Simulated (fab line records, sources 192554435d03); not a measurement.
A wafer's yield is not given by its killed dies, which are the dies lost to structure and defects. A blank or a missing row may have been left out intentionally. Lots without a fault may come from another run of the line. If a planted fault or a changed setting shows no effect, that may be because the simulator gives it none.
Matching of chambers    flow n5 finfet    4 sister chambers for N5_ILD0_CMP_03 on cmp-02
The step polishes, stops on SiNx, t overpolish 1.9 s, target thk 197.38 nm. 8 wafers are shown with their chamber, then 6 later ones without.

WAFERS PAIRED WITH THEIR CHAMBERS
wafer   chamber  motor current A (A)  time to endpoint s (s)
L519.3  3        11.5                 59
L520.5  3        11.4                 67
L520.6  0        13.9                 66
L526.1  2        13.9                 68
L526.5  1        12.8                 70
L527.1  1        12.8                 70
L527.2  0        13.5                 68
L527.3  2        12.8                 66

WAFERS WHOSE CHAMBER IS MISSING
wafer   motor current A (A)  time to endpoint s (s)
L532.1  13.8                 66
L532.2  12.5                 70
L532.3  12.9                 69
L533.1  12.5                 67
L533.2  11.6                 63
L533.3  13.3                 65

WHICH CHAMBER EACH ONE RAN IN
wafer   from the rows above                in truth
L532.1  can't be placed: 0 or 2            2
L532.2  can't be placed: 1 or 2            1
L532.3  can't be placed: 1 or 2 or 0       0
L533.1  can't be placed: 1 or 2 or 3 or 0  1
L533.2  3                                  3
L533.3  can't be placed: 2 or 0 or 1       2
Placed correctly: 1 of 6. Not placeable from these rows: 5 (in 5, the candidates include the true chamber). Placed wrongly: 0.
How it was worked out, from the rows above alone: a wafer's distance from a chamber is the root of the sum, over the readings, of the square of ((its reading less the chamber's mean) divided by the reading's scatter). The wafer belongs to the nearest chamber; if the next one is less than 2 further off, it can't be placed. The mean given for a chamber averages the wafers shown for that chamber. How the scatter is found: for the shown wafers, subtract from each reading the mean of its chamber, square and add these, divide the total by (wafers less chambers), then take the root.
